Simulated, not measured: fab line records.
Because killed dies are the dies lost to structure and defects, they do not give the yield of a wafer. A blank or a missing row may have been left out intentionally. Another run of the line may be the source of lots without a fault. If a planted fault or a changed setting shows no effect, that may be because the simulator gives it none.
Split-lot trial || flow n5_finfet || 21 wafers read from 7 lots, route of 1938 steps

ABOUT THE SPLIT
At N5_BEOL_M9_COAT_63 (time 60 s, resist thk 60 nm), the setting spin_rpm was moved away from the recipe's 1500 rpm on 8 of the 21 wafers read, by -10.6% to +5.3%. All remaining wafers had this setting at the recipe value.

FROM THE SPLIT TO THE READING: what the file shows between them, 7 steps
- N5_BEOL_M9_COAT_64: time 60 s, resist thk 12 nm
- N5_BEOL_M9_COAT_75: time 60 s, resist thk 5 nm
- N5_BEOL_M9_ETCH_76: etches underlayer in N2/H2, target depth 6.5 nm, time 5.2 s
- N5_BEOL_M9_ETCH_65: etches SiARC in CF4, target depth 15.6 nm, time 26 s
- N5_BEOL_M9_ETCH_66: etches SOC in N2/H2, target depth 80 nm, overetch 16 nm, time 120 s
- N5_BEOL_M9_STRIP_69: strips in N2/H2
- N5_BEOL_M9_STRIP_77: strips in N2/H2

THE READING
SOC_of_BEOL_M9_COAT_63.thk_nm (the simulator's own value, which no gauge read), in nm, at N5_BEOL_M9_VIA_ETCH_34 (etches SiCOH lowk in C4F6/O2, target depth 182.4 nm, time 68.4 s). There is no usual value for it anywhere in the file. Across the 13 wafers here that went through the recipe, the average is 50.8 nm and the standard deviation 0.24 nm.

{"wafer": "L076.2", "tool, chamber at the split": "litho_track-05, 0", "spin_rpm as run, rpm": 1500, "against the recipe": "recipe", "SOC_of_BEOL_M9_COAT_63.thk_nm, nm": 50.8, "against lot-mates on the recipe": "-"}
{"wafer": "L076.4", "tool, chamber at the split": "litho_track-05, 0", "spin_rpm as run, rpm": 1404, "against the recipe": "-6.4%", "SOC_of_BEOL_M9_COAT_63.thk_nm, nm": 53.2, "against lot-mates on the recipe": "+2.4"}
{"wafer": "L076.5", "tool, chamber at the split": "litho_track-05, 0", "spin_rpm as run, rpm": 1404, "against the recipe": "-6.4%", "SOC_of_BEOL_M9_COAT_63.thk_nm, nm": 53.2, "against lot-mates on the recipe": "+2.4"}
{"wafer": "L082.1", "tool, chamber at the split": "litho_track-04, 0", "spin_rpm as run, rpm": 1454, "against the recipe": "-3.1%", "SOC_of_BEOL_M9_COAT_63.thk_nm, nm": 52, "against lot-mates on the recipe": "+1.2"}
{"wafer": "L082.2", "tool, chamber at the split": "litho_track-04, 0", "spin_rpm as run, rpm": 1454, "against the recipe": "-3.1%", "SOC_of_BEOL_M9_COAT_63.thk_nm, nm": 52, "against lot-mates on the recipe": "+1.2"}
{"wafer": "L082.3", "tool, chamber at the split": "litho_track-04, 0", "spin_rpm as run, rpm": 1500, "against the recipe": "recipe", "SOC_of_BEOL_M9_COAT_63.thk_nm, nm": 50.8, "against lot-mates on the recipe": "-"}
{"wafer": "L088.4", "tool, chamber at the split": "litho_track-05, 0", "spin_rpm as run, rpm": 1500, "against the recipe": "recipe", "SOC_of_BEOL_M9_COAT_63.thk_nm, nm": 51.2, "against lot-mates on the recipe": "-"}
{"wafer": "L088.5", "tool, chamber at the split": "litho_track-05, 0", "spin_rpm as run, rpm": 1341, "against the recipe": "-10.6%", "SOC_of_BEOL_M9_COAT_63.thk_nm, nm": 55, "against lot-mates on the recipe": "+3.9"}
{"wafer": "L088.6", "tool, chamber at the split": "litho_track-05, 0", "spin_rpm as run, rpm": 1500, "against the recipe": "recipe", "SOC_of_BEOL_M9_COAT_63.thk_nm, nm": 51, "against lot-mates on the recipe": "-"}
{"wafer": "L087.2", "tool, chamber at the split": "litho_track-03, 0", "spin_rpm as run, rpm": 1500, "against the recipe": "recipe", "SOC_of_BEOL_M9_COAT_63.thk_nm, nm": 51, "against lot-mates on the recipe": "-"}
{"wafer": "L087.3", "tool, chamber at the split": "litho_track-03, 0", "spin_rpm as run, rpm": 1500, "against the recipe": "recipe", "SOC_of_BEOL_M9_COAT_63.thk_nm, nm": 50.6, "against lot-mates on the recipe": "-"}
{"wafer": "L087.6", "tool, chamber at the split": "litho_track-03, 0", "spin_rpm as run, rpm": 1500, "against the recipe": "recipe", "SOC_of_BEOL_M9_COAT_63.thk_nm, nm": 50.8, "against lot-mates on the recipe": "-"}
{"wafer": "L086.2", "tool, chamber at the split": "litho_track-04, 0", "spin_rpm as run, rpm": 1500, "against the recipe": "recipe", "SOC_of_BEOL_M9_COAT_63.thk_nm, nm": 50.4, "against lot-mates on the recipe": "-"}
{"wafer": "L086.5", "tool, chamber at the split": "litho_track-04, 0", "spin_rpm as run, rpm": 1500, "against the recipe": "recipe", "SOC_of_BEOL_M9_COAT_63.thk_nm, nm": 50.6, "against lot-mates on the recipe": "-"}
{"wafer": "L086.6", "tool, chamber at the split": "litho_track-04, 0", "spin_rpm as run, rpm": 1500, "against the recipe": "recipe", "SOC_of_BEOL_M9_COAT_63.thk_nm, nm": 50.6, "against lot-mates on the recipe": "-"}
{"wafer": "L089.1", "tool, chamber at the split": "litho_track-05, 0", "spin_rpm as run, rpm": 1500, "against the recipe": "recipe", "SOC_of_BEOL_M9_COAT_63.thk_nm, nm": 51, "against lot-mates on the recipe": "-"}
{"wafer": "L089.5", "tool, chamber at the split": "litho_track-05, 0", "spin_rpm as run, rpm": 1377, "against the recipe": "-8.2%", "SOC_of_BEOL_M9_COAT_63.thk_nm, nm": 53.6, "against lot-mates on the recipe": "+2.6"}
{"wafer": "L089.6", "tool, chamber at the split": "litho_track-05, 0", "spin_rpm as run, rpm": 1377, "against the recipe": "-8.2%", "SOC_of_BEOL_M9_COAT_63.thk_nm, nm": 53.4, "against lot-mates on the recipe": "+2.4"}
{"wafer": "L091.3", "tool, chamber at the split": "litho_track-04, 0", "spin_rpm as run, rpm": 1579, "against the recipe": "+5.3%", "SOC_of_BEOL_M9_COAT_63.thk_nm, nm": 49.8, "against lot-mates on the recipe": -1.3}
{"wafer": "L091.4", "tool, chamber at the split": "litho_track-04, 0", "spin_rpm as run, rpm": 1500, "against the recipe": "recipe", "SOC_of_BEOL_M9_COAT_63.thk_nm, nm": 51.2, "against lot-mates on the recipe": "-"}
{"wafer": "L091.5", "tool, chamber at the split": "litho_track-04, 0", "spin_rpm as run, rpm": 1500, "against the recipe": "recipe", "SOC_of_BEOL_M9_COAT_63.thk_nm, nm": 51, "against lot-mates on the recipe": "-"}

FIT RESULTS
A straight line over all 21 wafers: SOC_of_BEOL_M9_COAT_63.thk_nm changes by -0.339 nm for each +1% of spin_rpm; r = -0.98; the points scatter about the line by 0.29 nm.
The same after taking each lot's own level away (the mean of its wafers on the recipe; 21 wafers): -0.333 nm for each +1%; r = -0.99; scatter 0.2 nm.
On that fit, the largest move of spin_rpm shifts the reading by 3.5 nm.
The span of the lots' own levels, 50.53 to 51.10 nm, comes to 2.4 times the standard deviation stated above.
Consequently the slope shifts little with the lot-to-lot level, the two slopes agreeing.
Check: for one of the wafers moved furthest among these (-10.6%), held out of the fit, the line's prediction against its lot-mates is +3.45 nm. Against them it came out at +3.9 nm.

OTHER SPLITS ON THESE WAFERS
Other splits were also applied to these wafers ahead of the reading. Each is held against what the fit with the lots' levels taken away leaves over:
{"other split on the same wafers": "N5_BEOL_M7_COAT_05 spin_rpm", "wafers away from the commonest value": 2, "r with SOC_of_BEOL_M9_COAT_63.thk_nm (lot level and that fit taken away)": "+0.37"}
{"other split on the same wafers": "N5_BEOL_M7_VIA_ETCH_34 source_w", "wafers away from the commonest value": 10, "r with SOC_of_BEOL_M9_COAT_63.thk_nm (lot level and that fit taken away)": -0.09}
{"other split on the same wafers": "N5_BEOL_M7_ETCH_41 source_w", "wafers away from the commonest value": 8, "r with SOC_of_BEOL_M9_COAT_63.thk_nm (lot level and that fit taken away)": -0.12}
{"other split on the same wafers": "N5_BEOL_M9_ETCH_62 time_s", "wafers away from the commonest value": 8, "r with SOC_of_BEOL_M9_COAT_63.thk_nm (lot level and that fit taken away)": -0.07}

THE WHOLE CHAIN: every reading that the file lists as answering this split, in the file's order
{"step": "N5_BEOL_M9_COAT_63", "what it does": "time 60 s, resist thk 60 nm", "reading": "SOC_of_BEOL_M9_COAT_63.thk_nm (the simulator's own value, which no gauge read)", "change (the file's fit)": "-0.327 nm for each +1% of the setting", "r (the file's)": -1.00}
{"step": "N5_BEOL_M9_ETCH_66", "what it does": "etches SOC in N2/H2, target depth 80 nm, overetch 16 nm, time 120 s", "reading": "etch.depth_nm (the simulator's own value, which no gauge read)", "change (the file's fit)": "-0.326 nm for each +1% of the setting", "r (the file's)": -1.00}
{"step": "N5_BEOL_M9_VIA_ETCH_34", "what it does": "etches SiCOH lowk in C4F6/O2, target depth 182.4 nm, time 68.4 s", "reading": "SOC_of_BEOL_M9_COAT_63.thk_nm (the simulator's own value, which no gauge read)", "change (the file's fit)": "-0.34 nm for each +1% of the setting", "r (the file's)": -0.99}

FILE'S OWN FIT
SOC_of_BEOL_M9_COAT_63.thk_nm changes by -0.34 nm for each +1% of spin_rpm, r = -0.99.
